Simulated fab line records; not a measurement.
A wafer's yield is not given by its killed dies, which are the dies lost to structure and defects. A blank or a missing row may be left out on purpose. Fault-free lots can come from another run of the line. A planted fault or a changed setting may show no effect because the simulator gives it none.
Split-lot experiment -- flow n5-finfet -- 7 lots, 21 wafers read, on a route of 1938 steps

## SPLIT DETAILS
At N5_BEOL_M4_EXPOSE_08 (exposes mask M4), the setting dose-mj was moved away from the recipe's 41.25 on 11 of the 21 wafers read, by -6.9% to -2.6%. This setting was run at the recipe's value on the other wafers.

## FROM THE SPLIT TO THE READING: what the file shows between them, 4 steps
- N5_BEOL_M4_PEB_09: peb time 60 s
- N5_BEOL_M4_DEVELOP_10: develop time 30 s
- N5_BEOL_M4_DESCUM_16: chemistry O2, time 7 s
- N5_BEOL_M4_ETCH_74: etches underlayer in N2/H2, target depth 6.5 nm, time 5.2 s

## THE READING
BEOL_M4.cd-offset-nm (the simulator's own value, which no gauge read), in nm, at N5_BEOL_M4_ETCH_63 (etches SiARC in CF4, target depth 15.6 nm, time 26 s). The file gives no usual value for it. Here, 10 wafers ran the recipe; their average is 0.1 nm with a standard deviation of 0.27 nm.

wafer,"tool, chamber at the split",dose-mj as run,against the recipe,"BEOL_M4.cd-offset-nm, nm",against lot-mates on the recipe
L078.1,"euv-scanner-01, 0",41.25,recipe,0.6,-
L078.2,"euv-scanner-01, 0",41.25,recipe,0.2,-
L078.3,"euv-scanner-01, 0",41.25,recipe,0.4,-
L081.1,"euv-scanner-01, 0",41.25,recipe,0.2,-
L081.5,"euv-scanner-01, 0",41.25,recipe,0.2,-
L081.4,"euv-scanner-01, 0",39.62,-4.0%,-0.8,-1.0
L082.1,"euv-scanner-02, 0",39.98,-3.1%,-0.4,no lot-mate on the recipe
L082.2,"euv-scanner-02, 0",39.98,-3.1%,-0.6,no lot-mate on the recipe
L082.3,"euv-scanner-02, 0",39.98,-3.1%,-0.2,no lot-mate on the recipe
L083.3,"euv-scanner-02, 0",41.25,recipe,-0.2,-
L083.4,"euv-scanner-02, 0",41.25,recipe,-0.2,-
L083.6,"euv-scanner-02, 0",41.25,recipe,0,-
L090.1,"euv-scanner-02, 0",40.07,-2.9%,-0.6,-0.4
L090.3,"euv-scanner-02, 0",40.07,-2.9%,-0.6,-0.4
L090.6,"euv-scanner-02, 0",41.25,recipe,-0.2,-
L093.1,"euv-scanner-02, 0",41.25,recipe,-0.2,-
L093.4,"euv-scanner-02, 0",40.17,-2.6%,-0.6,-0.4
L093.6,"euv-scanner-02, 0",40.17,-2.6%,-0.6,-0.4
L095.2,"euv-scanner-02, 0",38.41,-6.9%,-1.8,no lot-mate on the recipe
L095.3,"euv-scanner-02, 0",38.41,-6.9%,-1.6,no lot-mate on the recipe
L095.5,"euv-scanner-02, 0",38.41,-6.9%,-1.6,no lot-mate on the recipe

THE FIT
A straight line over all 21 wafers: BEOL_M4.cd-offset-nm changes by +0.244 nm for each +1% of dose-mj; r = +0.93; the points scatter about the line by 0.24 nm.
The same after taking each lot's own level away (the mean of its wafers on the recipe; 15 wafers): +0.186 nm for each +1%; r = +0.91; scatter 0.13 nm.
That fit puts the effect of the largest move of dose-mj on the reading at 1.3 nm.
From -0.20 to 0.40 nm: that is the span of the lots' own levels, equal to 2.2 times the standard deviation above.
In other words, the slope is changed by the lot-to-lot level; the two fits disagree.
Check: with one of the wafers moved furthest among these (-4.0%) left out of the fit, the line predicts -0.576 nm for it against its lot-mates. Against them it came out at -1 nm.

## THE FILE'S OWN FIT
BEOL_M4.cd-offset-nm changes by +0.2 nm for each +1% of dose-mj, r = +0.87.
